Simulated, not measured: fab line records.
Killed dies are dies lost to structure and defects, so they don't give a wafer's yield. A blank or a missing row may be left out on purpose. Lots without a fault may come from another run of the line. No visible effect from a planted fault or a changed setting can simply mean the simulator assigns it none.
Which of the tools did it? | flow nandHarc | 63 wafers from 21 lots sampled at 6 of the route's 1302 steps

## WHAT THE GAUGES READ, wafer by wafer
No reading from a measuring or inspecting step in the record can be judged against a usual standard deviation.

## TOOL THAT RAN EACH LOT (tool first, then ch and the chambers of the sampled wafers, then the start)
lot  | NHARC_A_STAIRCASE_ALD_420       | NHARC_A_STAIRCASE_DESCUM_443      | NHARC_A_SGD_CUT_ETCH_58           | NHARC_A_SGD_CUT_ETCH_16                      | NHARC_A_SLIT_ETCH_15                         | NHARC_A_WL_FILL_STRIP_29
L074 | aldHk-01 ch 0,1,2, day 17 20:46 | rieDiel-10 ch 0,3, day 19 08:31   | rieDiel-09 ch 0,2,3, day 19 17:45 | rieDiel-09 ch 1,2, day 21 10:01 or earlier   | rieDiel-07 ch 0,1,2, day 21 10:01 or earlier | rieDiel-13 ch 0,2,3, day 21 10:01
L075 | aldHk-03 ch 0,1, day 17 21:46   | rieDiel-05 ch 0,1, day 19 07:32   | rieDiel-04 ch 0,1,3, day 19 16:49 | rieDiel-04 ch 0,1,3, day 21 06:29 or earlier | rieDiel-02 ch 1,3, day 21 06:29 or earlier   | rieDiel-12 ch 0,1,3, day 21 06:29
L076 | aldHk-03 ch 0,1,2, day 18 02:41 | rieDiel-05 ch 0,1, day 19 14:10   | rieDiel-04 ch 0,1,3, day 19 22:15 | rieDiel-04 ch 1,3, day 21 14:46 or earlier   | rieDiel-07 ch 0,2,3, day 21 14:46 or earlier | rieDiel-12 ch 1,2,3, day 21 14:46
L077 | aldHk-02 ch 0,2, day 18 17:17   | rieDiel-10 ch 0,1,2, day 20 03:34 | rieDiel-08 ch 0,2, day 20 11:41   | rieDiel-08 ch 0,3, day 22 03:49 or earlier   | rieDiel-01 ch 0,1,2, day 22 03:49 or earlier | rieDiel-13 ch 0,1, day 22 03:49
L078 | aldHk-03 ch 0,2, day 18 21:08   | rieDiel-05 ch 1,3, day 20 03:42   | rieDiel-09 ch 0,2,3, day 20 11:56 | rieDiel-09 ch 1,3, day 22 03:46 or earlier   | rieDiel-07 ch 1,2,3, day 22 03:46 or earlier | rieDiel-12 ch 1,2,3, day 22 03:46
L079 | aldHk-01 ch 1,2,3, day 19 12:56 | rieDiel-10 ch 0,1,3, day 20 22:04 | rieDiel-08 ch 0,3, day 21 06:06   | rieDiel-08 ch 0,3, day 23 00:10 or earlier   | rieDiel-02 ch 1,2,3, day 23 00:10 or earlier | rieDiel-12 ch 0,1,3, day 23 00:10
L081 | aldHk-03 ch 0,1,3, day 20 09:24 | rieDiel-10 ch 0,2, day 21 22:29   | rieDiel-09 ch 1,2,3, day 22 06:40 | rieDiel-09 ch 0,2,3, day 23 21:57 or earlier | rieDiel-01 ch 0,1, day 23 21:57 or earlier   | rieDiel-13 ch 0,2,3, day 23 21:57
L082 | aldHk-03 ch 0,1,3, day 20 14:43 | rieDiel-05 ch 0,1,3, day 22 08:14 | rieDiel-08 ch 0,1, day 22 16:27   | rieDiel-08 ch 0,2, day 24 10:34 or earlier   | rieDiel-02 ch 0,2,3, day 24 10:34 or earlier | rieDiel-13 ch 1,2, day 24 10:34
L083 | aldHk-02 ch 0,1,2, day 21 09:21 | rieDiel-10 ch 0,1,2, day 22 20:19 | rieDiel-08 ch 0,2,3, day 23 04:24 | rieDiel-08 ch 0,1,3, day 24 21:55 or earlier | rieDiel-01 ch 1,2,3, day 24 21:55 or earlier | rieDiel-06 ch 0,2,3, day 24 21:55
L084 | aldHk-01 ch 0,1,3, day 21 15:58 | rieDiel-11 ch 0,2,3, day 22 20:22 | rieDiel-09 ch 1,2,3, day 23 04:42 | rieDiel-09 ch 1,2, day 24 21:16 or earlier   | rieDiel-02 ch 0,1,2, day 24 21:16 or earlier | rieDiel-12 ch 0,3, day 24 21:16
L085 | aldHk-01 ch 1,3, day 22 06:57   | rieDiel-05 ch 2,3, day 23 19:27   | rieDiel-04 ch 0,2,3, day 24 03:39 | rieDiel-04 ch 0,3, day 25 16:16 or earlier   | rieDiel-02 ch 1,2, day 25 16:16 or earlier   | rieDiel-13 ch 0,2,3, day 25 16:16
L086 | aldHk-01 ch 1,2, day 22 07:44   | rieDiel-10 ch 1,2, day 23 19:17   | rieDiel-08 ch 0,1,2, day 24 03:16 | rieDiel-08 ch 2,3, day 25 16:16 or earlier   | rieDiel-01 ch 0,1, day 25 16:16 or earlier   | rieDiel-06 ch 0,2,3, day 25 16:16
L090 | aldHk-02 ch 0,3, day 23 16:41   | rieDiel-11 ch 2,3, day 25 03:55   | rieDiel-09 ch 1,2, day 25 12:15   | rieDiel-09 ch 0,1,3, day 27 00:45 or earlier | rieDiel-01 ch 2,3, day 27 00:45 or earlier   | rieDiel-06 ch 1,2,3, day 27 00:45
L087 | aldHk-01 ch 0,1,3, day 23 20:53 | rieDiel-05 ch 0,1,3, day 25 03:43 | rieDiel-08 ch 1,2,3, day 25 12:04 | rieDiel-08 ch 1,3, day 27 00:41 or earlier   | rieDiel-07 ch 0,1,3, day 27 00:41 or earlier | rieDiel-13 ch 0,1, day 27 00:41
L088 | aldHk-03 ch 2,3, day 24 00:47   | rieDiel-11 ch 0,1,2, day 25 11:30 | rieDiel-09 ch 2,3, day 25 19:51   | rieDiel-09 ch 0,1,3, day 27 14:22 or earlier | rieDiel-02 ch 0,2,3, day 27 14:22 or earlier | rieDiel-12 ch 0,1,3, day 27 14:22
L092 | aldHk-02 ch 0,1,2, day 24 08:10 | rieDiel-11 ch 0,1,3, day 25 16:51 | rieDiel-08 ch 0,1,3, day 26 03:50 | rieDiel-08 ch 0,1,2, day 27 19:47 or earlier | rieDiel-07 ch 0,2,3, day 27 19:47 or earlier | rieDiel-06 ch 0,2,3, day 27 19:47
L091 | aldHk-02 ch 1,2,3, day 24 11:42 | rieDiel-11 ch 1,2,3, day 25 16:47 | rieDiel-09 ch 1,3, day 26 01:25   | rieDiel-09 ch 1,2, day 27 23:30 or earlier   | rieDiel-07 ch 1,2,3, day 27 23:30 or earlier | rieDiel-12 ch 0,2, day 27 23:30
L094 | aldHk-01 ch 0,1,2, day 25 14:37 | rieDiel-11 ch 1,2,3, day 27 00:37 | rieDiel-08 ch 0,2,3, day 27 08:48 | rieDiel-08 ch 0,1,3, day 28 20:47 or earlier | rieDiel-07 ch 0,1,3, day 28 20:47 or earlier | rieDiel-13 ch 0,1,2, day 28 20:47
L093 | aldHk-02 ch 2,3, day 25 14:37   | rieDiel-10 ch 1,3, day 27 00:46   | rieDiel-09 ch 1,2, day 27 08:58   | rieDiel-09 ch 1,2, day 28 20:47 or earlier   | rieDiel-01 ch 1,3, day 28 20:47 or earlier   | rieDiel-12 ch 1,2,3, day 28 20:47
L095 | aldHk-02 ch 1,2, day 26 13:54   | rieDiel-10 ch 0,2,3, day 28 00:16 | rieDiel-08 ch 1,2,3, day 28 08:37 | rieDiel-08 ch 1,2,3, day 30 00:00 or earlier | rieDiel-07 ch 0,1, day 30 00:00 or earlier   | rieDiel-12 ch 0,1,2, day 30 00:00
L097 | aldHk-02 ch 0,1,2, day 27 13:53 | rieDiel-10 ch 0,1, day 29 09:02   | rieDiel-04 ch 0,1,3, day 29 17:10 | rieDiel-04 ch 2,3, day 31 10:07 or earlier   | rieDiel-01 ch 1,2, day 31 10:07 or earlier   | rieDiel-12 ch 2,3, day 31 10:07
- NHARC_A_STAIRCASE_ALD_420: deposits SiO2, target thk 20 nm, pulse time 6 s, ald cycles 200.
- NHARC_A_STAIRCASE_DESCUM_443: chemistry O2, time 3 s.
- NHARC_A_SGD_CUT_ETCH_58: etches the open film in CF4, target depth 39 nm, time 65 s.
- NHARC_A_SGD_CUT_ETCH_16: etches the open film in C4F8/O2/Ar, target depth 310.5 nm, time 155.2 s.
- NHARC_A_SLIT_ETCH_15: etches the open film in O2/COS, target depth 6200 nm, time 1612 s.
- NHARC_A_WL_FILL_STRIP_29: strips in O2, time 20 s.

## AS READ BY THE TOOLS THEMSELVES (means over the sampled wafers that have a number; for cases with no such wafer, the mark the record gives instead)
NHARC_A_STAIRCASE_ALD_420. Usual: heaterPowerW 467 W, standard deviation 46; precursorPulseHeightRel 0.998, standard deviation 0.02.
lot  | tool     | heaterPowerW (W) | precursorPulseHeightRel | flag
L074 | aldHk-01 | 462              | 0.987                   | 
L075 | aldHk-03 | 488              | 0.995                   | 
L076 | aldHk-03 | 469              | 0.989                   | 
L077 | aldHk-02 | 482              | 0.976                   | 
L078 | aldHk-03 | 430              | 0.994                   | 
L079 | aldHk-01 | 486              | 1.007                   | 
L081 | aldHk-03 | 494              | 0.996                   | 
L082 | aldHk-03 | 497              | 0.995                   | 
L083 | aldHk-02 | 471              | 0.991                   | 
L084 | aldHk-01 | 433              | 0.989                   | 
L085 | aldHk-01 | 424              | 0.987                   | 
L086 | aldHk-01 | 433              | 1.016                   | 
L090 | aldHk-02 | 473              | 0.987                   | 
L087 | aldHk-01 | 442              | 0.991                   | 
L088 | aldHk-03 | 457              | 1.006                   | 
L092 | aldHk-02 | 446              | 0.979                   | 
L091 | aldHk-02 | 463              | 0.998                   | 
L094 | aldHk-01 | 455              | 0.991                   | 
L093 | aldHk-02 | 483              | 0.999                   | 
L095 | aldHk-02 | 437              | 1.000                   | 
L097 | aldHk-02 | 450              | 1.003                   | 

NHARC_A_STAIRCASE_DESCUM_443. Usual: drypumpMotorCurrentA 5.8 A, standard deviation 0.36; o2FlowSccm 200.0 sccm, standard deviation 0.59; oesProductAu 1.000 a.u., standard deviation 0.017; rfVppV 57.8 V, standard deviation 0.97; showerheadPlenumPTorr 1.94 Torr, standard deviation 0.09; throttleValvePct 11.311 %, standard deviation 0.0092.
lot  | tool       | drypumpMotorCurrentA (A) | o2FlowSccm (sccm) | oesProductAu (a.u.) | rfVppV (V) | showerheadPlenumPTorr (Torr) | throttleValvePct (%) | flag
L074 | rieDiel-10 | 5.7                      | 200.3             | 0.993               | 58.9       | 1.96                         | 11.314               | 
L075 | rieDiel-05 | 6.3                      | 199.8             | 1.006               | 57.3       | 1.97                         | 11.314               | 
L076 | rieDiel-05 | 6.3                      | 199.8             | 1.005               | 58.4       | 1.97                         | 11.310               | 
L077 | rieDiel-10 | 5.5                      | 199.8             | 0.991               | 57.5       | 1.91                         | 11.309               | 
L078 | rieDiel-05 | 6.0                      | 200.0             | 0.998               | 57.4       | 1.95                         | 11.312               | 
L079 | rieDiel-10 | 5.6                      | 200.0             | 0.995               | 58.0       | 1.97                         | 11.313               | 
L081 | rieDiel-10 | 5.7                      | 200.3             | 0.992               | 57.9       | 1.88                         | 11.306               | 
L082 | rieDiel-05 | 6.2                      | 199.8             | 1.005               | 57.8       | 1.88                         | 11.308               | 
L083 | rieDiel-10 | 5.5                      | 200.1             | 0.987               | 56.8       | 1.90                         | 11.309               | 
L084 | rieDiel-11 | 5.9                      | 199.5             | 0.991               | 58.4       | 1.97                         | 11.308               | 
L085 | rieDiel-05 | 6.1                      | 200.2             | 1.014               | 57.3       | 1.79                         | 11.302               | 
L086 | rieDiel-10 | 5.4                      | 200.0             | 1.001               | 57.9       | 1.92                         | 11.302               | 
L090 | rieDiel-11 | 6.1                      | 201.1             | 0.996               | 57.6       | 1.98                         | 11.309               | 
L087 | rieDiel-05 | 6.2                      | 200.1             | 1.021               | 57.2       | 1.87                         | 11.321               | 
L088 | rieDiel-11 | 5.7                      | 200.1             | 0.984               | 58.9       | 2.02                         | 11.313               | 
L092 | rieDiel-11 | 5.7                      | 200.4             | 1.002               | 58.6       | 1.97                         | 11.316               | 
L091 | rieDiel-11 | 5.9                      | 200.2             | 0.997               | 58.1       | 1.99                         | 11.314               | 
L094 | rieDiel-11 | 5.8                      | 199.6             | 0.996               | 57.8       | 1.98                         | 11.314               | 
L093 | rieDiel-10 | 5.6                      | 200.2             | 1.008               | 58.3       | 2.01                         | 11.311               | 
L095 | rieDiel-10 | 5.7                      | 200.5             | 1.007               | 58.0       | 1.93                         | 11.319               | 
L097 | rieDiel-10 | 5.3                      | 200.5             | 1.006               | 57.7       | 1.90                         | 11.302               | 

NHARC_A_SGD_CUT_ETCH_58. Usual: drypumpMotorCurrentA 5.8 A, standard deviation 0.46; oesProductAu 0.999 a.u., standard deviation 0.014; rfVppV 151.0 V, standard deviation 1.3; showerheadPlenumPTorr 1.76 Torr, standard deviation 0.065; throttleValvePct 13.284 %, standard deviation 0.0094.
lot  | tool       | drypumpMotorCurrentA (A) | oesProductAu (a.u.) | rfVppV (V) | showerheadPlenumPTorr (Torr) | throttleValvePct (%) | flag
L074 | rieDiel-09 | 5.6                      | 0.987               | 149.9      | 1.72                         | 13.281               | 
L075 | rieDiel-04 | 6.3                      | 1.002               | 151.0      | 1.75                         | 13.276               | 
L076 | rieDiel-04 | 6.3                      | 0.994               | 151.2      | 1.75                         | 13.297               | 
L077 | rieDiel-08 | 6.0                      | 0.996               | 150.7      | 1.76                         | 13.281               | 
L078 | rieDiel-09 | 5.6                      | 0.996               | 150.6      | 1.72                         | 13.281               | 
L079 | rieDiel-08 | 5.9                      | 1.009               | 152.4      | 1.85                         | 13.283               | 
L081 | rieDiel-09 | 5.2                      | 0.997               | 151.1      | 1.77                         | 13.282               | 
L082 | rieDiel-08 | 5.7                      | 0.985               | 151.9      | 1.78                         | 13.284               | 
L083 | rieDiel-08 | 6.0                      | 1.000               | 152.1      | 1.79                         | 13.288               | 
L084 | rieDiel-09 | 5.2                      | 1.006               | 151.1      | 1.77                         | 13.292               | 
L085 | rieDiel-04 | 6.2                      | 1.006               | 150.1      | 1.71                         | 13.292               | 
L086 | rieDiel-08 | 5.9                      | 0.983               | 150.0      | 1.74                         | 13.289               | 
L090 | rieDiel-09 | 5.0                      | 1.011               | 150.5      | 1.78                         | 13.287               | 
L087 | rieDiel-08 | 6.0                      | 0.993               | 150.8      | 1.77                         | 13.290               | 
L088 | rieDiel-09 | 5.0                      | 1.007               | 152.0      | 1.76                         | 13.273               | 
L092 | rieDiel-08 | 5.8                      | 1.001               | 151.4      | 1.80                         | 13.279               | 
L091 | rieDiel-09 | 5.4                      | 1.005               | 151.8      | 1.77                         | 13.288               | 
L094 | rieDiel-08 | 6.0                      | 1.001               | 151.7      | 1.79                         | 13.279               | 
L093 | rieDiel-09 | 5.0                      | 1.005               | 151.7      | 1.78                         | 13.271               | 
L095 | rieDiel-08 | 6.0                      | 0.999               | 150.8      | 1.77                         | 13.283               | 
L097 | rieDiel-04 | 6.3                      | 1.006               | 150.9      | 1.75                         | 13.287               | 

NHARC_A_SGD_CUT_ETCH_16. Usual: oesProductAu 0.970 a.u., standard deviation 0.017; rfVppV 723 V, standard deviation 3.9.
lot  | tool       | oesProductAu (a.u.) | rfVppV (V) | flag
L074 | rieDiel-09 | 0.979               | 724        | 
L075 | rieDiel-04 | 0.956               | 723        | 
L076 | rieDiel-04 | 0.980               | 727        | 
L077 | rieDiel-08 | 0.974               | 728        | 
L078 | rieDiel-09 | 0.972               | 722        | 
L079 | rieDiel-08 | 0.980               | 729        | 
L081 | rieDiel-09 | 0.956               | 720        | 
L082 | rieDiel-08 | 0.979               | 723        | 
L083 | rieDiel-08 | 0.965               | 724        | 
L084 | rieDiel-09 | 0.978               | 725        | 
L085 | rieDiel-04 | 0.995               | 720        | 
L086 | rieDiel-08 | 0.977               | 722        | 
L090 | rieDiel-09 | 0.974               | 721        | 
L087 | rieDiel-08 | 0.964               | 724        | 
L088 | rieDiel-09 | 0.979               | 721        | 
L092 | rieDiel-08 | 0.937               | 722        | 
L091 | rieDiel-09 | 0.986               | 724        | 
L094 | rieDiel-08 | 0.973               | 725        | 
L093 | rieDiel-09 | 0.967               | 724        | 
L095 | rieDiel-08 | 0.970               | 723        | 
L097 | rieDiel-04 | 0.957               | 722        | 

NHARC_A_SLIT_ETCH_15. Usual: drypumpMotorCurrentA 5.77 A, standard deviation 0.3; o2FlowSccm 400.0 sccm, standard deviation 1.2; oesProductAu 1.001 a.u., standard deviation 0.011; rfVppV 313.9 V, standard deviation 2.3; showerheadPlenumPTorr 3.10 Torr, standard deviation 0.15; throttleValvePct 28.330 %, standard deviation 0.0081.
lot  | tool       | drypumpMotorCurrentA (A) | o2FlowSccm (sccm) | oesProductAu (a.u.) | rfVppV (V) | showerheadPlenumPTorr (Torr) | throttleValvePct (%) | flag
L074 | rieDiel-07 | 5.67                     | 399.8             | 0.997               | 314.6      | 3.10                         | 28.330               | 
L075 | rieDiel-02 | 6.05                     | 399.7             | 1.000               | 315.7      | 3.21                         | 28.326               | 
L076 | rieDiel-07 | 5.64                     | 400.5             | 0.993               | 313.9      | 3.07                         | 28.326               | 
L077 | rieDiel-01 | 5.74                     | 399.7             | 0.998               | 313.8      | 3.09                         | 28.322               | 
L078 | rieDiel-07 | 5.48                     | 399.6             | 0.995               | 311.7      | 3.00                         | 28.328               | 
L079 | rieDiel-02 | 5.95                     | 400.3             | 1.006               | 315.3      | 3.16                         | 28.330               | 
L081 | rieDiel-01 | 5.81                     | 398.7             | 1.001               | 310.9      | 2.95                         | 28.332               | 
L082 | rieDiel-02 | 6.14                     | 400.7             | 1.004               | 312.6      | 3.05                         | 28.329               | 
L083 | rieDiel-01 | 5.67                     | 399.0             | 0.997               | 314.8      | 3.20                         | 28.336               | 
L084 | rieDiel-02 | 5.96                     | 399.7             | 1.003               | 313.2      | 3.08                         | 28.325               | 
L085 | rieDiel-02 | 5.76                     | 401.7             | 0.998               | 314.1      | 3.19                         | 28.339               | 
L086 | rieDiel-01 | 5.81                     | 400.0             | 0.999               | 311.7      | 2.95                         | 28.330               | 
L090 | rieDiel-01 | 5.80                     | 400.1             | 0.995               | 317.3      | 3.30                         | 28.331               | 
L087 | rieDiel-07 | 5.55                     | 399.3             | 1.001               | 314.2      | 3.13                         | 28.327               | 
L088 | rieDiel-02 | 6.15                     | 400.9             | 1.012               | 313.9      | 3.05                         | 28.330               | 
L092 | rieDiel-07 | 5.61                     | 400.9             | 1.004               | 313.7      | 3.06                         | 28.325               | 
L091 | rieDiel-07 | 5.47                     | 399.8             | 1.008               | 312.2      | 3.00                         | 28.324               | 
L094 | rieDiel-07 | 5.57                     | 400.8             | 1.011               | 313.4      | 3.13                         | 28.323               | 
L093 | rieDiel-01 | 5.70                     | 400.4             | 1.014               | 314.1      | 3.19                         | 28.334               | 
L095 | rieDiel-07 | 5.65                     | 400.1             | 1.010               | 314.3      | 3.16                         | 28.332               | 
L097 | rieDiel-01 | 5.63                     | 400.6             | 0.982               | 315.4      | 3.20                         | 28.327               | 

NHARC_A_WL_FILL_STRIP_29. Usual: drypumpMotorCurrentA 5.6 A, standard deviation 0.36; o2FlowSccm 499.9 sccm, standard deviation 1.4; oesProductAu 1.001 a.u., standard deviation 0.016; rfVppV 57.7 V, standard deviation 0.9; showerheadPlenumPTorr 3.53 Torr, standard deviation 0.13; throttleValvePct 17.037 %, standard deviation 0.0095.
lot  | tool       | drypumpMotorCurrentA (A) | o2FlowSccm (sccm) | oesProductAu (a.u.) | rfVppV (V) | showerheadPlenumPTorr (Torr) | throttleValvePct (%) | flag
L074 | rieDiel-13 | 5.6                      | 499.7             | 1.004               | 57.3       | 3.49                         | 17.040               | 
L075 | rieDiel-12 | 5.8                      | 498.5             | 1.003               | 57.6       | 3.46                         | 17.038               | 
L076 | rieDiel-12 | 5.7                      | 500.0             | 1.010               | 57.4       | 3.40                         | 17.035               | 
L077 | rieDiel-13 | 4.9                      | 499.6             | 1.005               | 58.1       | 3.67                         | 17.029               | 
L078 | rieDiel-12 | 5.7                      | 499.4             | 1.020               | 56.4       | 3.40                         | 17.038               | 
L079 | rieDiel-12 | 5.8                      | 499.0             | 0.996               | 57.3       | 3.46                         | 17.037               | 
L081 | rieDiel-13 | 5.6                      | 499.9             | 0.999               | 58.5       | 3.48                         | 17.044               | 
L082 | rieDiel-13 | 5.2                      | 501.1             | 0.980               | 58.1       | 3.59                         | 17.031               | 
L083 | rieDiel-06 | 5.5                      | 500.5             | 0.992               | 58.0       | 3.66                         | 17.045               | 
L084 | rieDiel-12 | 5.8                      | 501.4             | 1.014               | 58.0       | 3.51                         | 17.034               | 
L085 | rieDiel-13 | 5.6                      | 500.5             | 0.998               | 57.6       | 3.48                         | 17.040               | 
L086 | rieDiel-06 | 5.5                      | 499.1             | 0.994               | 58.4       | 3.66                         | 17.045               | 
L090 | rieDiel-06 | 5.7                      | 501.0             | 0.999               | 57.9       | 3.61                         | 17.043               | 
L087 | rieDiel-13 | 4.9                      | 499.3             | 0.993               | 58.4       | 3.60                         | 17.027               | 
L088 | rieDiel-12 | 5.8                      | 499.3             | 0.989               | 57.6       | 3.46                         | 17.040               | 
L092 | rieDiel-06 | 5.5                      | 500.4             | 0.994               | 58.6       | 3.65                         | 17.034               | 
L091 | rieDiel-12 | 5.7                      | 499.1             | 1.008               | 58.1       | 3.53                         | 17.042               | 
L094 | rieDiel-13 | 5.2                      | 498.7             | 1.006               | 57.3       | 3.53                         | 17.034               | 
L093 | rieDiel-12 | 5.7                      | 500.5             | 1.002               | 57.3       | 3.40                         | 17.043               | 
L095 | rieDiel-12 | 5.7                      | 499.8             | 1.008               | 57.5       | 3.44                         | 17.035               | 
L097 | rieDiel-12 | 5.7                      | 499.3             | 1.008               | 57.0       | 3.44                         | 17.036               | 

## THE ANSWER, worked out from the rows above alone
Rule: lot off if the mean of its wafers having a number is beyond 3 standard deviations from the usual mean. Also off: a lot with no number at a reading for which 4 or more lots have one. All remaining lots with rows at the step are treated as sound. The gauges are gone through in route order, then the tools' own readings, and for those a lot's mean is taken as printed above. The first step at which some lot is off is used, and at that step the reading that is off furthest; a lot without a number counts as furthest.
No lot is off at any reading shown: from this, nothing can be told.

## WHAT THE SIMULATOR HAD PUT IN
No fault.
